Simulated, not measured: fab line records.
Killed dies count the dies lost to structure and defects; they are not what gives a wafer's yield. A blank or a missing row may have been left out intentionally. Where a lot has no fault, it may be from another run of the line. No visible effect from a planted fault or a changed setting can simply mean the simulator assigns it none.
A struck lot beside a sound one | flow n5-finfet | 16 steps out of a route of 1938
Sound: the wafers L466.2, L466.4, L466.6. Struck: wafer L475.4 (left out: L475.3, a lot-mate that was not struck); the cause follows at the end.
For every step that has rows: the tool of each side, followed by ch and its chambers, followed by its first start. Under that, the readings that differ: sound wafers | struck wafers | difference of the means | sigmas: that difference in standard deviations of wafers without a fault.
alike: readings with means less than 2 such deviations apart, plus words and numbers identical on both sides. not compared: withheld readings, readings lacking a value on some wafer, bounds such as >300 that could conceal the same value, and numbers that have no deviation in the record and whose values overlap.
The two part at a step that has a row with sigmas, a row that says differs or no value, or rows on one side only. When numbers do not overlap yet have no deviation, they are printed without sigmas and do not part them. A reading missing from all wafers of one side parts the sides only when that side holds two or more wafers.

first, 4 steps without rows for these wafers: N5_BEOL_M2_SOFTBAKE_23 (time 60 s); N5_BEOL_M2_EXPOSE_25 (exposes mask V1, defocus 5 nm); N5_BEOL_M2_PEB_26 (peb time 60 s); N5_BEOL_M2_DEVELOP_27 (develop time 30 s).
N5_BEOL_M2_CD_MEAS_28: target cd 26.2 nm, target cd y 24.1 nm.
  sound on cd-sem-02 ch 0, day 8 02:47; struck on cd-sem-02 ch 0, day 10 02:46
  alike: cd-nm
N5_BEOL_M2_OVL_MEAS_29:
  sound on overlay-01 ch 0, day 8 02:49; struck on overlay-01 ch 0, day 10 02:48
  reading     | sound        | struck | difference | sigmas
  V1_OVL (nm) | -0.5 0.0 0.0 | 1.3    | +1.5       | +2
N5_BEOL_M2_INSPECT_30: inspects for defects (brightfield).
  sound: defect-inspect-02 at day 8 02:53; struck: defect-inspect-01 at day 10 02:51
  alike: raw-defect-count
N5_BEOL_M2_DESCUM_33: chemistry O2, time 7 s.
  sound on rie-diel-05 ch 0,1, day 8 02:55; struck on rie-diel-01 ch 0, day 10 02:53
  alike: drypump-motor-current-A, oes-product-au, rf-vpp-V, showerhead-plenum-p-Torr, throttle-valve-pct
  not compared: rf-hours-counter-h
N5_BEOL_M2_ETCH_77: etches underlayer in N2/H2, target depth 6.5 nm, time 5.2 s.
  sound on rie-diel-05 ch 0,1, day 8 02:56; struck on rie-diel-01 ch 0, day 10 02:55
  alike: drypump-motor-current-A, etch-rf-on-time-s, oes-product-au, rf-vpp-V, showerhead-plenum-p-Torr, throttle-valve-pct
  not compared: rf-hours-counter-h
N5_BEOL_M2_ETCH_69: etches SiARC in CF4, target depth 15.6 nm, time 26 s.
  sound on rie-diel-05 ch 0,1, day 8 02:58; struck on rie-diel-01 ch 0, day 10 02:56
  alike: drypump-motor-current-A, etch-rf-on-time-s, oes-product-au, rf-vpp-V, showerhead-plenum-p-Torr, throttle-valve-pct
  not compared: rf-hours-counter-h
N5_BEOL_M2_ALD_98: deposits SiO2, target thk 2.5 nm, pulse time 1 s, co reactant pulse time 1 s.
  sound on ald-sin-03 ch 0,2, day 8 03:02; struck on ald-sin-01 ch 0, day 10 03:01
  alike: heater-power-w, precursor-pulse-height-rel
N5_BEOL_M2_ETCHBACK_99: etches SiO2 in CHF3, target depth 5 nm, time 10.4 s.
  sound on rie-diel-06 ch 0,1,2, day 8 06:49; struck on rie-diel-01 ch 1, day 10 08:42
  alike: drypump-motor-current-A, oes_ar_750_au, oes-product-au, rf-vpp-V, showerhead-plenum-p-Torr, throttle-valve-pct
  not compared: rf-hours-counter-h
N5_BEOL_M2_ETCH_70: etches SOC in N2/H2, target depth 80 nm, overetch 24 nm, time 130 s.
  sound on rie-diel-06 ch 0,1,2, day 8 06:50; struck on rie-diel-01 ch 1, day 10 08:44
  reading                                    | sound       | struck | difference | sigmas
  model.SiARC_of_BEOL_M2_COAT_68.thk-nm (nm) | 5.6 6.4 5.6 | 3.8    | -2.1       |
  alike: drypump-motor-current-A, oes-product-au, rf-vpp-V, showerhead-plenum-p-Torr, throttle-valve-pct
  not compared: rf-hours-counter-h
then, 1 step without rows for these wafers: N5_BEOL_M2_STRIP_71 (strips in N2/H2).
N5_BEOL_M4_RC_MEAS_101:
  sound on prober-01 ch 0, day 9 14:41; struck on prober-01 ch 0, day 11 14:44
  alike: DIBL_N, DIBL_P, IOFF_N, IOFF_P, ION_N, ION_P, SS_N, SS_P, VT_N, VT_P
after that, 1 step had no rows for these wafers: N5_PASSIVATION_PROBE_49.

WHERE THEY PART
N5_BEOL_M2_OVL_MEAS_29 only, going by this record. Later steps at which nothing parts them and some readings are alike: N5_BEOL_M2_INSPECT_30, N5_BEOL_M2_DESCUM_33, N5_BEOL_M2_ETCH_77, N5_BEOL_M2_ETCH_69, N5_BEOL_M2_ALD_98, N5_BEOL_M2_ETCHBACK_99, N5_BEOL_M2_ETCH_70, N5_BEOL_M4_RC_MEAS_101.

WHY: what the simulator had put in
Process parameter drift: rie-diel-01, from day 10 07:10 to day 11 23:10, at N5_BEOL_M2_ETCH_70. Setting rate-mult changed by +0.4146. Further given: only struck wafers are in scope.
